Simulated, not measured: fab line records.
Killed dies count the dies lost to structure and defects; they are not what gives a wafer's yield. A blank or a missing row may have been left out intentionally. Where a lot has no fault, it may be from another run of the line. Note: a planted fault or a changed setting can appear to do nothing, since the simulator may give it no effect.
fab line records	flow n5_finfet
record: lots: 24	wafers: 72	last_day: 18
route steps=1938 shown BEOL_M11@1571 BEOL_M12@1613
lots that met no fault: from a run of the same line without faults
start_h: the number of hours between the record's first day and the start of the first shown wafer of the lot	wait_h: time in hours since the lot's previous step	" the same as in the row above	L1.1+2: a single row standing in for several wafers	- no value, or no start given	* or withheld: withheld	< > ~ a bound
route shown NAME@n: a module of which the file shows steps, and the number in the route of the first	usual: mean/standard deviation of fault-free wafers	same: alike in all rows	chamber/n: place in a boat	sites: readings site by site	_std_site: how widely they spread, as a standard deviation	_edge_site: inner sites' mean taken away from outer sites' mean	radius_mm: for every site, how far away it sits from the centre of the wafer	mask NAME#n: copy n	behind: the tool/chamber that last shaped the wafer	hold: what put the lot on hold/how long, in hours/how the hold closed	device: which transistor (n, p or np) failed to switch	end of line: the tests these same wafers got at the end of their route	a step given without rows: its recipe and nothing more	killed: dies that structure and defects cost at the first sort, which is not the same as the wafer's yield	map: per-die view of a wafer (x killed, . not killed, _ where there is no die)
set.NAME: setting as actually run; set.NAME@STEP: the setting as run at that earlier step	model.NAME: the simulator's own value behind a step, which no gauge read
the route's steps for a sample of lots (tables are steps, rows are wafers)
services: the hour from which a tool's chamber was out of use, counted from the record's first day as start_h (under 0 if before that day), plus the number of hours and why
== steps ==
step: N5_BEOL_M11_DESCUM_33
recipe: chemistry: O2	time_s: 7.9	source_power_w: 50	bias_power_w: 20	pressure_mtorr: 20	rf_frequency_hz: 2.712e+07	temp_c: 40	resist: CAR-ArF	o2_flow_sccm: 225
usual: drypump_motor_current_A: 5.7/0.45	oes_product_au: 0.83/0.088	rf_vpp_V: 243.4/1.3	showerhead_plenum_p_Torr: 2.10/0.07	throttle_valve_pct: 20.32/0.29
lot.wafer	tool	chamber	start_h	wait_h	drypump_motor_current_A	oes_product_au	rf_hours_counter_h	rf_vpp_V	showerhead_plenum_p_Torr	throttle_valve_pct
L075.3	rie_diel-06	0	202.61	0.0	5.5	0.89	20	241.4	2.04	20.25
L075.4	"	2	"	"	6.2	0.69	220	244.5	2.18	20.39
L075.6	"	1	"	"	5.2	0.80	-	244.1	2.19	20.63
L076.2	rie_diel-01	3	205.48	0.0	6.4	0.89	10	243.7	2.11	19.74
L076.4	"	1	"	"	5.2	0.68	219	244.1	2.14	20.48
L076.5	"	3	"	"	6.4	0.89	-	244.2	2.11	19.71
L074.1	rie_diel-06	2	209.55	0.1	6.2	0.68	223	243.4	2.18	20.41
L074.2	"	3	"	"	5.1	0.95	15	241.9	2.03	20.25
L074.3	"	0	"	"	5.5	0.89	23	242.7	2.04	20.26
L077.3	rie_diel-06	2	221.77	0.0	6.2	0.68	227	243.7	2.18	20.41
L077.4	"	3	"	"	5.1	0.93	-	241.1	2.03	20.25
L077.6	"	2	"	"	6.2	0.68	-	244.5	2.18	20.41
L078.2	rie_diel-01	3	228.67	0.2	6.4	0.87	20	244.9	2.11	19.75
L078.4	"	1	"	"	5.2	0.68	-	244.8	2.13	20.50
L078.6	"	3	"	"	6.3	0.87	-	245.1	2.11	19.75
L079.3	rie_diel-06	1	237.40	0.4	5.2	0.79	90	245.1	2.19	20.64
L079.4	"	3	"	"	5.1	0.91	29	242.6	2.03	20.25
L079.5	"	1	"	"	5.2	0.79	-	244.3	2.19	20.63
L082.1	rie_diel-01	3	304.92	0.0	6.4	0.83	44	244.2	2.10	19.79
L082.5	"	2	"	"	5.5	0.69	-	243.5	2.15	20.69
L082.6	"	3	"	"	6.4	0.83	-	242.5	2.10	19.76
L085.4	rie_diel-06	3	313.37	0.0	5.1	0.88	-	243.8	2.02	20.30
L085.5	"	0	"	"	5.5	0.85	-	242.9	2.03	20.30
L085.6	"	1	"	"	5.2	0.78	-	244.2	2.18	20.65
L083.2	rie_diel-02	1	313.71	0.3	5.8	0.72	186	242.8	2.08	20.44
L083.3	"	0	"	"	5.7	0.71	201	243.2	2.16	20.70
L083.4	"	2	"	"	5.7	0.87	55	245.0	2.22	20.53
L080.2	rie_diel-01	3	313.88	0.3	6.4	0.83	47	244.5	2.10	19.78
L080.3	"	1	"	"	5.2	1.00	0	243.3	2.12	20.10
L080.4	"	0	"	"	5.9	0.88	-	241.8	2.03	20.40
L086.1	rie_diel-06	3	317.67	0.3	5.1	0.87	51	241.6	2.02	20.29
L086.3	"	0	"	"	5.5	0.84	50	242.4	2.03	20.30
L086.4	"	1	"	"	5.2	0.77	-	244.8	2.18	20.66
L084.1	rie_diel-01	1	317.74	0.3	5.2	0.97	2	244.2	2.12	20.12
L084.2	"	0	"	"	5.9	0.88	31	242.2	2.03	20.39
L084.4	"	0	"	"	5.9	0.88	-	243.1	2.03	20.40
L088.3	rie_diel-01	1	319.61	0.0	5.2	0.97	3	243.8	2.12	20.12
L088.5	"	0	"	"	5.9	0.87	-	242.1	2.03	20.39
L088.6	"	1	"	"	5.2	0.97	-	243.5	2.12	20.12
L087.3	rie_diel-02	0	324.27	0.0	5.7	0.71	205	244.3	2.16	20.71
L087.5	"	3	"	"	6.3	0.75	-	241.0	1.92	20.57
L087.6	"	0	"	"	5.7	0.71	-	243.5	2.16	20.70
L089.3	rie_diel-06	3	328.22	0.0	5.1	0.86	55	240.8	2.02	20.30
L089.5	"	0	"	"	5.5	0.85	-	242.2	2.03	20.32
L089.6	"	3	"	"	5.1	0.87	-	242.1	2.02	20.30
L090.1	rie_diel-01	0	328.46	0.1	5.9	0.87	36	242.2	2.03	20.41
L090.4	"	0	"	"	5.9	0.86	-	242.9	2.03	20.42
L090.6	"	3	"	"	6.4	0.82	-	243.1	2.09	19.81
L091.1	rie_diel-02	3	333.08	0.0	6.3	0.74	159	239.7	1.92	20.57
L091.3	"	2	"	"	5.8	0.87	58	243.9	2.22	20.53
L091.5	"	0	"	"	5.7	0.71	-	245.3	2.16	20.71
L092.2	rie_diel-01	0	337.34	0.0	5.9	0.86	39	243.4	2.03	20.38
L092.4	"	1	"	"	5.2	0.94	10	243.8	2.12	20.10
L092.5	"	2	"	"	5.5	0.99	-	244.2	2.15	20.45
L093.2	rie_diel-02	3	345.94	0.0	6.3	0.74	163	240.6	1.92	20.58
L093.3	"	2	"	"	5.8	0.87	62	244.1	2.22	20.54
L093.4	"	1	"	"	5.8	0.71	197	242.1	2.08	20.43
L095.2	rie_diel-01	3	359.20	0.2	6.4	0.79	64	241.1	2.09	19.82
L095.5	"	0	"	"	5.9	0.85	-	242.3	2.03	20.41
L095.6	"	1	"	"	5.2	0.91	-	242.3	2.12	20.12
L094.2	rie_diel-01	0	359.70	0.6	5.9	0.85	46	242.5	2.03	20.42
L094.4	"	1	"	"	5.2	0.92	19	243.5	2.12	20.14
L094.5	"	1	"	"	5.2	0.92	-	243.1	2.12	20.13
L096.2	rie_diel-01	3	371.70	0.1	6.4	0.80	66	241.8	2.09	19.80
L096.3	"	2	"	"	5.5	0.94	14	243.2	2.14	20.48
L096.5	"	0	"	"	5.9	0.84	-	242.9	2.03	20.41
L081.1	rie_diel-01	3	380.77	0.1	6.3	0.80	70	242.9	2.09	19.82
L081.4	"	0	"	"	5.9	0.85	52	242.2	2.03	20.43
L081.5	"	3	"	"	6.4	0.80	-	244.5	2.09	19.83
L097.2	rie_diel-01	3	386.63	0.1	6.3	0.79	72	242.7	2.09	19.81
L097.3	"	2	"	"	5.5	0.92	19	244.7	2.14	20.50
L097.5	"	2	"	"	5.5	0.93	-	243.5	2.14	20.49
step: N5_BEOL_M11_PRE_CLEAN_45
recipe: gas: H2/He	time_s: 30	temp_c: 250
usual: heater_power_w: 355/52	susceptor_temp_C: 250.02/0.18
lot.wafer	tool	chamber	start_h	wait_h	heater_power_w	susceptor_temp_C
L075.3	pvd_sputter-03	-	203.92	0.0	347	249.95
L075.4	"	-	"	"	381	249.83
L075.6	"	-	"	"	403	250.00
L076.2	pvd_sputter-03	-	206.53	0.0	331	250.12
L076.4	"	-	"	"	388	250.11
L076.5	"	-	"	"	379	249.94
L074.1	pvd_sputter-01	-	210.74	0.0	330	250.30
L074.2	"	-	"	"	335	250.33
L074.3	"	-	"	"	381	250.32
L077.3	pvd_sputter-03	-	222.87	0.0	265	249.93
L077.4	"	-	"	"	341	250.01
L077.6	"	-	"	"	412	249.91
L078.2	pvd_sputter-02	-	231.10	0.0	460	249.74
L078.4	"	-	"	"	327	250.14
L078.6	"	-	"	"	292	249.99
L079.3	pvd_sputter-01	-	239.95	0.0	342	250.01
L079.4	"	-	"	"	326	250.13
L079.5	"	-	"	"	322	249.95
L082.1	pvd_sputter-03	-	306.31	0.0	341	249.65
L082.5	"	-	"	"	384	249.88
L082.6	"	-	"	"	263	250.21
L085.4	pvd_sputter-03	-	314.64	0.0	262	250.17
L085.5	"	-	"	"	388	250.32
L085.6	"	-	"	"	410	249.97
L083.2	pvd_sputter-03	-	314.92	0.0	392	249.89
L083.3	"	-	"	"	419	250.13
L083.4	"	-	"	"	335	250.42
L080.2	pvd_sputter-02	-	315.12	0.0	369	250.25
L080.3	"	-	"	"	327	250.08
L080.4	"	-	"	"	278	250.07
L086.1	pvd_sputter-03	-	319.09	0.0	386	249.89
L086.3	"	-	"	"	337	250.20
L086.4	"	-	"	"	421	250.24
L084.1	pvd_sputter-02	-	319.34	0.0	274	250.26
L084.2	"	-	"	"	356	250.16
L084.4	"	-	"	"	324	250.24
L088.3	pvd_sputter-01	-	320.97	0.0	320	250.24
L088.5	"	-	"	"	372	249.91
L088.6	"	-	"	"	355	250.16
L087.3	pvd_sputter-02	-	325.38	0.0	328	250.42
L087.5	"	-	"	"	315	249.79
L087.6	"	-	"	"	282	249.84
L089.3	pvd_sputter-01	-	329.33	0.0	365	250.15
L089.5	"	-	"	"	372	250.16
L089.6	"	-	"	"	343	250.03
L090.1	pvd_sputter-02	-	329.62	0.0	366	249.99
L090.4	"	-	"	"	324	249.92
L090.6	"	-	"	"	472	250.11
L091.1	pvd_sputter-02	-	334.40	0.0	365	249.96
L091.3	"	-	"	"	460	249.80
L091.5	"	-	"	"	320	249.95
L092.2	pvd_sputter-02	-	338.50	0.0	315	250.03
L092.4	"	-	"	"	367	249.87
L092.5	"	-	"	"	458	249.63
L093.2	pvd_sputter-01	-	347.32	0.0	319	250.12
L093.3	"	-	"	"	359	250.01
L093.4	"	-	"	"	342	249.76
L095.2	pvd_sputter-01	-	360.31	0.0	367	250.46
L095.5	"	-	"	"	334	249.54
L095.6	"	-	"	"	321	250.43
L094.2	pvd_sputter-03	-	360.92	0.0	414	249.71
L094.4	"	-	"	"	341	250.01
L094.5	"	-	"	"	387	249.97
L096.2	pvd_sputter-01	-	375.26	0.0	351	249.78
L096.3	"	-	"	"	335	250.40
L096.5	"	-	"	"	369	250.00
L081.1	pvd_sputter-02	-	381.85	0.0	282	249.87
L081.4	"	-	"	"	471	249.68
L081.5	"	-	"	"	456	249.78
L097.2	pvd_sputter-01	-	387.71	0.0	350	250.10
L097.3	"	-	"	"	336	249.89
L097.5	"	-	"	"	332	249.79
step: N5_BEOL_M11_INSPECT_58
recipe: inspect_instrument: darkfield	mode: post_dep
usual: raw_defect_count: 84/25
lot.wafer	tool	chamber	start_h	wait_h	raw_defect_count
L075.3	defect_inspect-01	-	205.44	0.0	90
L075.4	"	-	"	"	62
L075.6	"	-	"	"	27
L076.2	defect_inspect-01	-	208.13	0.0	101
L076.4	"	-	"	"	59
L076.5	"	-	"	"	84
L074.1	defect_inspect-01	-	212.36	0.0	65
L074.2	"	-	"	"	92
L074.3	"	-	"	"	69
L077.3	defect_inspect-02	-	224.37	0.0	48
L077.4	"	-	"	"	77
L077.6	"	-	"	"	105
L078.2	defect_inspect-01	-	232.68	0.0	60
L078.4	"	-	"	"	89
L078.6	"	-	"	"	54
L079.3	defect_inspect-01	-	242.14	0.0	70
L079.4	"	-	"	"	86
L079.5	"	-	"	"	74
L082.1	defect_inspect-02	-	311.46	0.0	47
L082.5	"	-	"	"	65
L082.6	"	-	"	"	53
L085.4	defect_inspect-01	-	316.51	0.0	80
L085.5	"	-	"	"	109
L085.6	"	-	"	"	76
L083.2	defect_inspect-01	-	317.35	0.0	94
L083.3	"	-	"	"	90
L083.4	"	-	"	"	110
L080.2	defect_inspect-01	-	317.63	0.0	63
L080.3	"	-	"	"	45
L080.4	"	-	"	"	71
L086.1	defect_inspect-01	-	321.25	0.0	62
L086.3	"	-	"	"	78
L086.4	"	-	"	"	67
L084.1	defect_inspect-01	-	321.54	0.0	52
L084.2	"	-	"	"	38
L084.4	"	-	"	"	50
L088.3	defect_inspect-01	-	322.87	0.0	48
L088.5	"	-	"	"	63
L088.6	"	-	"	"	50
L087.3	defect_inspect-01	-	329.21	0.0	71
L087.5	"	-	"	"	66
L087.6	"	-	"	"	92
L089.3	defect_inspect-02	-	331.02	0.0	77
L089.5	"	-	"	"	72
L089.6	"	-	"	"	82
L090.1	defect_inspect-02	-	332.34	0.0	101
L090.4	"	-	"	"	120
L090.6	"	-	"	"	135
L091.1	defect_inspect-01	-	336.09	0.0	89
L091.3	"	-	"	"	58
L091.5	"	-	"	"	122
L092.2	defect_inspect-01	-	340.52	0.0	121
L092.4	"	-	"	"	67
L092.5	"	-	"	"	99
L093.2	defect_inspect-02	-	349.56	0.0	117
L093.3	"	-	"	"	91
L093.4	"	-	"	"	108
L095.2	defect_inspect-02	-	362.07	0.0	63
L095.5	"	-	"	"	68
L095.6	"	-	"	"	91
L094.2	defect_inspect-01	-	362.45	0.0	92
L094.4	"	-	"	"	60
L094.5	"	-	"	"	95
L096.2	defect_inspect-02	-	376.98	0.0	75
L096.3	"	-	"	"	114
L096.5	"	-	"	"	119
L081.1	defect_inspect-01	-	385.66	0.0	79
L081.4	"	-	"	"	146
L081.5	"	-	"	"	112
L097.2	defect_inspect-01	-	389.42	0.0	107
L097.3	"	-	"	"	163
L097.5	"	-	"	"	72
step: N5_BEOL_M12_OVL_MEAS_11
recipe: points_per_wafer: 44
usual: V11_OVL: -1/5.8
lot.wafer	tool	chamber	start_h	wait_h	V11_OVL[nm]
L075.3	overlay-02	0	205.94	0.0	-9
L075.4	"	0	"	"	-2
L075.6	"	0	"	"	-6
L076.2	overlay-01	0	208.68	0.0	-7
L076.4	"	0	"	"	-2
L076.5	"	0	"	"	-12
L074.1	overlay-01	0	212.91	0.0	4
L074.2	"	0	"	"	5
L074.3	"	0	"	"	-3
L077.3	overlay-02	0	224.93	0.0	8
L077.4	"	0	"	"	4
L077.6	"	0	"	"	7
L078.2	overlay-02	0	233.18	0.0	-3
L078.4	"	0	"	"	-3
L078.6	"	0	"	"	0
L079.3	overlay-02	0	242.64	0.0	-3
L079.4	"	0	"	"	-8
L079.5	"	0	"	"	-4
L082.1	overlay-02	0	311.97	0.0	-6
L082.5	"	0	"	"	-2
L082.6	"	0	"	"	-2
L085.4	overlay-02	0	317.01	0.0	0
L085.5	"	0	"	"	3
L085.6	"	0	"	"	-6
L083.2	overlay-02	0	317.85	0.0	-5
L083.3	"	0	"	"	-9
L083.4	"	0	"	"	-9
L080.2	overlay-01	0	318.13	0.0	0
L080.3	"	0	"	"	-1
L080.4	"	0	"	"	-3
L086.1	overlay-01	0	321.75	0.0	-2
L086.3	"	0	"	"	-3
L086.4	"	0	"	"	-4
L084.1	overlay-01	0	322.17	0.0	-6
L084.2	"	0	"	"	-6
L084.4	"	0	"	"	-2
L088.3	overlay-02	0	323.49	0.0	-4
L088.5	"	0	"	"	-1
L088.6	"	0	"	"	0
L087.3	overlay-01	0	329.71	0.0	4
L087.5	"	0	"	"	-2
L087.6	"	0	"	"	-2
L089.3	overlay-01	0	331.52	0.0	0
L089.5	"	0	"	"	-3
L089.6	"	0	"	"	2
L090.1	overlay-01	0	332.84	0.0	8
L090.4	"	0	"	"	5
L090.6	"	0	"	"	6
L091.1	overlay-02	0	336.59	0.0	15
L091.3	"	0	"	"	14
L091.5	"	0	"	"	2
L092.2	overlay-02	0	341.14	0.0	-13
L092.4	"	0	"	"	-15
L092.5	"	0	"	"	-8
L093.2	overlay-01	0	350.24	0.0	3
L093.3	"	0	"	"	3
L093.4	"	0	"	"	5
L095.2	overlay-02	0	362.57	0.0	2
L095.5	"	0	"	"	-6
L095.6	"	0	"	"	-3
L094.2	overlay-02	0	362.95	0.0	-7
L094.4	"	0	"	"	-6
L094.5	"	0	"	"	-2
L096.2	overlay-02	0	377.48	0.0	-2
L096.3	"	0	"	"	-4
L096.5	"	0	"	"	-4
L081.1	overlay-01	0	386.28	0.0	10
L081.4	"	0	"	"	7
L081.5	"	0	"	"	15
L097.2	overlay-01	0	389.93	0.0	-5
L097.3	"	0	"	"	-1
L097.5	"	0	"	"	-1
step: N5_BEOL_M12_ETCH_67
recipe: chemistry: CF4	target: SiARC	target_depth_a: 1430	time_s: 238.3	ion_energy_ev: 80	pressure_mtorr: 40	source_w: 545	bias_w: 36	Ar_flow_sccm: 100	cf4_flow_sccm: 100	ends: cleared
usual: drypump_motor_current_A: 5.8/0.31	etch_rf_on_time_s: 238/8.8	oes_product_au: 0.69/0.068	rf_vpp_V: 184.0/1.1	showerhead_plenum_p_Torr: 2.14/0.069	throttle_valve_pct: 15.53/0.25
lot.wafer	tool	chamber	start_h	wait_h	drypump_motor_current_A	etch_rf_on_time_s	oes_product_au	rf_hours_counter_h	rf_vpp_V	showerhead_plenum_p_Torr	throttle_valve_pct
L075.3	rie_diel-05	1	207.28	0.0	5.3	236	0.67	109	184.4	2.23	15.42
L075.4	"	0	"	"	5.6	237	0.61	237	182.5	2.13	15.64
L075.6	"	2	"	"	6.2	227	0.76	-	184.2	2.16	15.26
L076.2	rie_diel-03	3	210.59	0.0	5.3	243	0.69	77	185.0	2.16	15.45
L076.4	"	3	"	"	5.3	243	0.69	-	185.2	2.16	15.45
L076.5	"	2	"	"	6.1	240	0.70	-	185.6	2.26	15.97
L074.1	rie_diel-03	2	214.04	0.0	6.2	241	0.70	82	186.0	2.26	15.94
L074.2	"	1	"	"	6.0	232	0.78	40	183.4	2.10	15.65
L074.3	"	3	"	"	5.3	243	0.69	79	184.3	2.16	15.44
L077.3	rie_diel-03	0	226.21	0.0	5.7	231	0.80	22	184.1	2.18	15.33
L077.4	"	0	"	"	5.7	230	0.79	-	183.6	2.18	15.35
L077.6	"	2	"	"	6.2	239	0.69	-	184.8	2.25	15.97
L078.2	rie_diel-04	2	234.18	0.0	5.8	247	0.72	41	183.4	2.09	15.31
L078.4	"	0	"	"	5.4	239	0.58	216	182.9	2.01	15.66
L078.6	"	1	"	"	6.0	262	0.56	-	183.0	2.02	15.37
L079.3	rie_diel-05	3	243.64	0.0	5.8	224	0.66	196	184.0	2.13	15.87
L079.4	"	0	"	"	5.6	240	0.58	250	182.9	2.12	15.64
L079.5	"	3	"	"	5.8	224	0.65	-	185.1	2.13	15.87
L082.1	rie_diel-05	2	313.26	0.0	6.1	232	0.72	68	185.3	2.15	15.30
L082.5	"	0	"	"	5.6	243	0.80	-	183.9	2.12	15.18
L082.6	"	1	"	"	5.3	240	0.65	-	185.0	2.22	15.47
L085.4	rie_diel-04	1	318.01	0.0	5.9	263	0.55	230	183.2	2.01	15.41
L085.5	"	2	"	"	5.9	246	0.70	-	183.2	2.08	15.36
L085.6	"	1	"	"	6.0	261	0.55	-	181.8	2.01	15.41
L083.2	rie_diel-04	0	318.89	0.0	5.4	240	0.57	242	181.5	2.00	15.70
L083.3	"	2	"	"	5.8	248	0.69	68	184.4	2.08	15.37
L083.4	"	1	"	"	6.0	261	0.55	231	182.3	2.01	15.41
L080.2	rie_diel-05	1	319.21	0.0	5.3	244	0.64	142	184.6	2.22	15.50
L080.3	"	3	"	"	5.8	227	0.64	218	183.4	2.12	15.91
L080.4	"	0	"	"	5.6	244	0.80	16	182.9	2.12	15.19
L086.1	rie_diel-05	2	323.04	0.0	6.2	231	0.71	71	184.2	2.15	15.31
L086.3	"	0	"	"	5.6	244	0.78	17	183.4	2.12	15.18
L086.4	"	1	"	"	5.3	241	0.64	143	185.6	2.22	15.50
L084.1	rie_diel-03	0	323.30	0.0	5.7	234	0.75	49	186.5	2.17	15.40
L084.2	"	1	"	"	5.9	234	0.74	71	183.5	2.09	15.71
L084.4	"	3	"	"	5.3	241	0.66	111	183.8	2.15	15.51
L088.3	rie_diel-03	2	324.54	0.0	6.2	237	0.67	117	184.9	2.24	16.02
L088.5	"	3	"	"	5.3	240	0.66	-	183.1	2.15	15.52
L088.6	"	0	"	"	5.7	234	0.75	-	184.6	2.17	15.40
L087.3	rie_diel-05	2	330.84	0.0	6.1	230	0.73	73	185.4	2.15	15.32
L087.5	"	1	"	"	5.3	240	0.64	-	184.5	2.22	15.50
L087.6	"	2	"	"	6.1	230	0.71	-	183.3	2.15	15.32
L089.3	rie_diel-03	3	332.65	0.0	5.3	240	0.66	114	186.4	2.15	15.52
L089.5	"	0	"	"	5.7	235	0.74	-	183.8	2.17	15.39
L089.6	"	3	"	"	5.3	241	0.66	-	183.9	2.15	15.51
L090.1	rie_diel-04	1	334.16	0.0	6.0	263	0.55	237	182.6	2.01	15.42
L090.4	"	3	"	"	6.1	228	0.72	85	182.4	2.07	15.59
L090.6	"	2	"	"	5.8	247	0.69	-	183.4	2.08	15.36
L091.1	rie_diel-03	1	338.15	0.0	6.0	232	0.73	75	183.4	2.09	15.72
L091.3	"	3	"	"	5.3	242	0.65	117	184.1	2.15	15.52
L091.5	"	0	"	"	5.7	233	0.74	-	183.6	2.17	15.41
L092.2	rie_diel-03	0	342.26	0.0	5.6	233	0.74	56	184.8	2.17	15.40
L092.4	"	1	"	"	5.9	236	0.73	76	183.4	2.09	15.72
L092.5	"	0	"	"	5.7	235	0.73	-	184.7	2.17	15.40
L093.2	rie_diel-05	3	351.24	0.0	5.8	226	0.63	231	183.5	2.11	15.93
L093.3	"	2	"	"	6.1	228	0.71	82	183.6	2.15	15.34
L093.4	"	1	"	"	5.3	241	0.63	154	186.3	2.22	15.52
L095.2	rie_diel-05	3	364.08	0.0	5.8	223	0.63	236	184.5	2.11	15.95
L095.5	"	2	"	"	6.1	227	0.71	-	184.5	2.15	15.35
L095.6	"	3	"	"	5.8	225	0.63	-	185.6	2.11	15.96
L094.2	rie_diel-04	0	364.12	0.0	5.4	233	0.88	0	185.6	2.25	15.21
L094.4	"	3	"	"	6.2	227	0.70	-	183.3	2.07	15.60
L094.5	"	0	"	"	5.4	236	0.87	-	186.9	2.25	15.21
L096.2	rie_diel-03	1	378.66	0.0	5.9	236	0.72	89	185.4	2.09	15.75
L096.3	"	2	"	"	6.2	241	0.65	135	185.6	2.24	16.07
L096.5	"	3	"	"	5.3	246	0.65	-	183.6	2.14	15.55
L081.1	rie_diel-04	3	387.73	0.0	6.1	227	0.69	108	183.2	2.07	15.63
L081.4	"	2	"	"	5.9	246	0.67	98	182.5	2.07	15.42
L081.5	"	2	"	"	5.9	245	0.67	-	183.3	2.07	15.41
L097.2	rie_diel-04	1	390.96	0.0	6.0	244	0.80	5	184.9	2.25	14.99
L097.3	"	0	"	"	5.4	234	0.82	10	185.0	2.25	15.22
L097.5	"	2	"	"	5.8	244	0.67	-	184.0	2.07	15.42
step: N5_BEOL_M12_SPUTTER_44
recipe: material: Ta	target_thk_a: 100	temp_c: 50	bias_v: 80	power_w: 15000	chamber_pressure_pa: 0.07	time_s: 16.13
usual: susceptor_temp_C: 49.99/0.11	throttle_valve_pct: 30.1/0.7
lot.wafer	tool	chamber	start_h	wait_h	susceptor_temp_C	throttle_valve_pct
L075.3	pvd_sputter-02	-	208.43	0.0	50.01	30.9
L075.4	"	-	"	"	49.96	29.8
L075.6	"	-	"	"	50.20	30.2
L076.2	pvd_sputter-03	-	211.55	0.0	49.96	29.6
L076.4	"	-	"	"	49.91	29.8
L076.5	"	-	"	"	50.09	29.9
L074.1	pvd_sputter-03	-	215.00	0.0	50.11	29.6
L074.2	"	-	"	"	50.13	29.8
L074.3	"	-	"	"	49.95	29.8
L077.3	pvd_sputter-01	-	228.90	0.0	49.88	30.3
L077.4	"	-	"	"	50.09	29.1
L077.6	"	-	"	"	50.00	30.2
L078.2	pvd_sputter-01	-	235.14	0.0	49.93	30.0
L078.4	"	-	"	"	50.04	28.9
L078.6	"	-	"	"	49.94	28.8
L079.3	pvd_sputter-01	-	244.82	0.0	49.87	30.2
L079.4	"	-	"	"	49.88	29.0
L079.5	"	-	"	"	49.91	31.7
L082.1	pvd_sputter-02	-	314.45	0.0	50.02	30.9
L082.5	"	-	"	"	49.94	30.0
L082.6	"	-	"	"	50.00	30.3
L085.4	pvd_sputter-02	-	319.54	0.0	50.01	29.9
L085.5	"	-	"	"	50.02	30.1
L085.6	"	-	"	"	49.97	29.8
L083.2	pvd_sputter-02	-	320.68	0.0	49.70	30.2
L083.3	"	-	"	"	50.06	30.8
L083.4	"	-	"	"	49.94	30.0
L080.2	pvd_sputter-02	-	321.70	0.0	49.94	29.8
L080.3	"	-	"	"	49.99	29.6
L080.4	"	-	"	"	50.07	30.8
L086.1	pvd_sputter-02	-	329.94	0.0	50.18	30.2
L086.3	"	-	"	"	50.12	29.8
L086.4	"	-	"	"	50.06	31.2
L084.1	pvd_sputter-03	-	330.94	0.0	49.98	29.8
L084.2	"	-	"	"	49.91	29.9
L084.4	"	-	"	"	49.89	30.1
L088.3	pvd_sputter-01	-	338.10	0.0	49.89	29.0
L088.5	"	-	"	"	49.85	30.4
L088.6	"	-	"	"	50.06	28.8
L087.3	pvd_sputter-02	-	338.70	0.0	49.89	29.9
L087.5	"	-	"	"	50.15	30.2
L087.6	"	-	"	"	50.06	31.1
L089.3	pvd_sputter-02	-	339.56	0.0	49.92	29.4
L089.5	"	-	"	"	49.91	30.9
L089.6	"	-	"	"	49.86	30.1
L090.1	pvd_sputter-01	-	340.60	0.0	49.95	29.1
L090.4	"	-	"	"	50.12	31.6
L090.6	"	-	"	"	49.96	30.2
L091.1	pvd_sputter-02	-	343.48	0.0	50.12	30.0
L091.3	"	-	"	"	50.19	29.8
L091.5	"	-	"	"	49.95	29.9
L092.2	pvd_sputter-03	-	346.10	0.0	50.04	29.6
L092.4	"	-	"	"	50.10	29.8
L092.5	"	-	"	"	49.94	29.9
L093.2	pvd_sputter-01	-	355.65	0.0	50.10	28.8
L093.3	"	-	"	"	49.87	31.9
L093.4	"	-	"	"	50.04	30.5
L095.2	pvd_sputter-03	-	371.55	0.0	50.06	30.1
L095.5	"	-	"	"	49.89	29.6
L095.6	"	-	"	"	50.09	29.3
L094.2	pvd_sputter-01	-	372.61	0.0	50.10	30.4
L094.4	"	-	"	"	50.04	32.1
L094.5	"	-	"	"	50.11	31.7
L096.2	pvd_sputter-03	-	380.47	0.0	50.26	29.4
L096.3	"	-	"	"	49.98	29.8
L096.5	"	-	"	"	50.10	30.1
L081.1	pvd_sputter-02	-	389.42	0.0	50.12	30.1
L081.4	"	-	"	"	49.98	31.0
L081.5	"	-	"	"	50.12	30.2
L097.2	pvd_sputter-02	-	394.35	0.0	50.04	30.0
L097.3	"	-	"	"	49.96	29.4
L097.5	"	-	"	"	49.89	31.1
== services ==
tool	chamber	start_h	hours	kind
rie_diel-03	3	191.96	1.7	repair
rie_diel-02	1	196.13	24.9	repair
pvd_sputter-01	-	200.17	1.1	repair
rie_diel-03	0	210.20	8.6	repair
rie_diel-01	0	211.47	-	clean
rie_diel-01	0	211.47	-	consumable_replace:focus_ring
rie_diel-01	0	211.47	18.4	scheduled_down
rie_diel-01	0	211.47	18.4	vent_cycle
rie_diel-01	2	218.89	6.3	repair
rie_diel-03	1	224.57	8.3	repair
rie_diel-06	2	227.39	4.3	repair
rie_diel-06	1	244.69	4.1	repair
rie_diel-04	1	254.81	4.4	repair
rie_diel-01	3	282.73	4.1	repair
rie_diel-01	1	286.82	-	clean
rie_diel-01	0	304.06	1.6	repair
rie_diel-06	-	331.06	0.5	repair
rie_diel-05	0	343.08	3.3	repair
rie_diel-03	3	343.44	1.5	repair
pvd_sputter-02	-	356.72	4.6	repair
rie_diel-06	1	357.97	1.8	repair
rie_diel-05	1	359.66	33.4	repair
rie_diel-06	3	387.86	1.3	repair
pvd_sputter-01	-	389.51	6.7	repair
== key ==
fault none
